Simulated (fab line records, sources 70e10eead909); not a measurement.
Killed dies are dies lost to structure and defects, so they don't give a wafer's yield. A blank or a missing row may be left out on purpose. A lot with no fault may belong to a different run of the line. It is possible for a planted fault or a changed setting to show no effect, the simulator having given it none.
Which tool did it? ; flow nandHarc ; Sampling: 13 lots, 39 wafers, 4 of 1302 route steps

## WHAT THE GAUGES READ, wafer by wafer
NHARC_A_M0_THK_MEAS_24: measures by xrf.
lot;measured;on;thkNm (nm)
L418;day 23 06:08;filmMetro-02;115.9 112.2 112.6
L419;day 23 14:52;filmMetro-01;114.0 113.8 114.1
L421;day 23 17:38;filmMetro-02;113.3 111.0 115.9
L420;day 24 01:18;filmMetro-02;115.2 114.7 113.6
L423;day 25 12:28;filmMetro-01;115.1 113.1 114.5
L424;day 25 16:11;filmMetro-02;114.3 114.4 111.7
L425;day 27 01:00;filmMetro-02;114.1 112.0 112.6
L428;day 27 19:17;filmMetro-01;110.4 114.5 114.8
L429;day 27 20:58;filmMetro-01;115.8 116.2 114.0
L430;day 28 08:51;filmMetro-02;113.9 113.5 112.9
L434;day 30 17:54;filmMetro-01;110.8 112.9 115.8
L437;day 31 09:24;filmMetro-01;112.9 109.0 112.2
L439;day 32 08:49;filmMetro-02;110.8 111.5 112.0

NHARC_A_M1_CD_MEAS_09: the cd target is 120 nm.
lot;measured;on;cdNm (nm)
L418;day 23 07:42;cdSem-01;120.5 119.4 119.3
L419;day 23 16:26;cdSem-02;119.2 119.5 119.4
L421;day 23 19:11;cdSem-03;118.8 118.0 119.5
L420;day 24 02:51;cdSem-03;119.9 120.8 119.9
L423;day 25 14:00;cdSem-01;119.4 119.6 120.7
L424;day 25 17:43;cdSem-01;121.8 120.9 120.8
L425;day 27 02:33;cdSem-01;120.3 120.4 121.0
L428;day 27 20:50;cdSem-03;121.0 120.5 120.6
L429;day 27 22:24;cdSem-01;119.8 119.6 119.9
L430;day 28 10:24;cdSem-03;120.0 120.0 119.5
L434;day 30 19:20;cdSem-01;119.2 120.4 118.7
L437;day 31 10:53;cdSem-03;142.0 142.6 141.8
L439;day 32 10:26;cdSem-02;140.9 142.5 141.7

## TOOL THAT RAN EACH LOT (tool first, then ch and the chambers of the sampled wafers, then the start)
lot;NHARC_A_M0_DEP_32;NHARC_A_M1_PEB_07
L418;pecvd-04 ch 0,1,2, day 23 06:27;lithoTrack-04 ch 0, day 23 07:37
L419;pecvd-02 ch 0,1, day 23 15:11;lithoTrack-04 ch 0, day 23 16:21
L421;pecvd-02 ch 0,1, day 23 17:56;lithoTrack-04 ch 0, day 23 19:07
L420;pecvd-02 ch 0,1, day 24 01:38;lithoTrack-01 ch 0, day 24 02:46
L423;pecvd-04 ch 0,1, day 25 12:46;lithoTrack-01 ch 0, day 25 13:55
L424;pecvd-04 ch 1,2, day 25 16:29;lithoTrack-01 ch 0, day 25 17:38
L425;pecvd-03 ch 0,2, day 27 01:21;lithoTrack-01 ch 0, day 27 02:29
L428;pecvd-03 ch 1,2, day 27 19:35;lithoTrack-01 ch 0, day 27 20:46
L429;pecvd-04 ch 0,1, day 27 21:17;lithoTrack-04 ch 0, day 27 22:19
L430;pecvd-04 ch 0,1,2, day 28 09:10;lithoTrack-01 ch 0, day 28 10:19
L434;pecvd-03 ch 1,2, day 30 18:15;lithoTrack-04 ch 0, day 30 19:16
L437;pecvd-04 ch 0,2, day 31 09:51;lithoTrack-01 ch 0, day 31 10:49
L439;pecvd-04 ch 0,1, day 32 09:13;lithoTrack-01 ch 0, day 32 10:22
- NHARC_A_M0_DEP_32: deposits SiCN, target thk 30 nm.
- NHARC_A_M1_PEB_07: peb time 65 s.

## WHAT THE TOOLS THEMSELVES READ (means of the sampled wafers that have a number; where no wafer has one, the mark that the record gives instead)
NHARC_A_M0_DEP_32.
lot;tool;heaterPowerW (W)
L418;pecvd-04;633
L419;pecvd-02;673
L421;pecvd-02;654
L420;pecvd-02;680
L423;pecvd-04;714
L424;pecvd-04;645
L425;pecvd-03;493
L428;pecvd-03;521
L429;pecvd-04;625
L430;pecvd-04;632
L434;pecvd-03;596
L437;pecvd-04;641
L439;pecvd-04;603

NHARC_A_M1_PEB_07.
lot;tool;heaterPowerTotalW (W);plateTempC (C)
L418;lithoTrack-04;156.6;99.97
L419;lithoTrack-04;157.1;100.01
L421;lithoTrack-04;156.9;100.04
L420;lithoTrack-01;156.9;100.07
L423;lithoTrack-01;156.6;100.05
L424;lithoTrack-01;156.3;100.00
L425;lithoTrack-01;156.3;99.95
L428;lithoTrack-01;156.9;99.92
L429;lithoTrack-04;156.8;100.14
L430;lithoTrack-01;156.4;99.98
L434;lithoTrack-04;156.3;99.98
L437;lithoTrack-01;172.1;107.14
L439;lithoTrack-01;172.0;107.17

## THE ANSWER, worked out from the rows above alone
Rule: usual is defined by the lots themselves. The widest of any qualifying gaps counts: lots, ordered by their means at a reading, are off when they make up no more than a third of the lots, leave a main group of 4 or more, and stand apart from it by 3 or more times the standard deviation of that group's means. If all means in a main group match to the digits the tables above print for the reading, that group is not used. A lot without any number at a reading at which 4 lots or more have one is off too. Any other lot the step has rows for is counted as sound. Order of review: gauges by route order, followed by the tools' own readings, for which a lot's mean as printed above is used. At the first step where some lot is off, the reading lying furthest off is the one used; lots without a number count as furthest.
Off: L437, L439 (NHARC_A_M1_CD_MEAS_09, cdNm). Main group: mean 119.9 nm, sd 0.65.
If a tool, at a process step before that reading, ran all the lots that are off and no sound lot after the first of them, it fits. Not tried: the gauges at NHARC_A_M1_CD_MEAS_09; whatever is off there is also off at NHARC_A_M1_PEB_07, on other tools, and gauge error can't account for it. Undecided on this evidence; 2 tools fit (pecvd-04 at NHARC_A_M0_DEP_32, lithoTrack-01 at NHARC_A_M1_PEB_07).

## WHAT THE SIMULATOR HAD PUT IN
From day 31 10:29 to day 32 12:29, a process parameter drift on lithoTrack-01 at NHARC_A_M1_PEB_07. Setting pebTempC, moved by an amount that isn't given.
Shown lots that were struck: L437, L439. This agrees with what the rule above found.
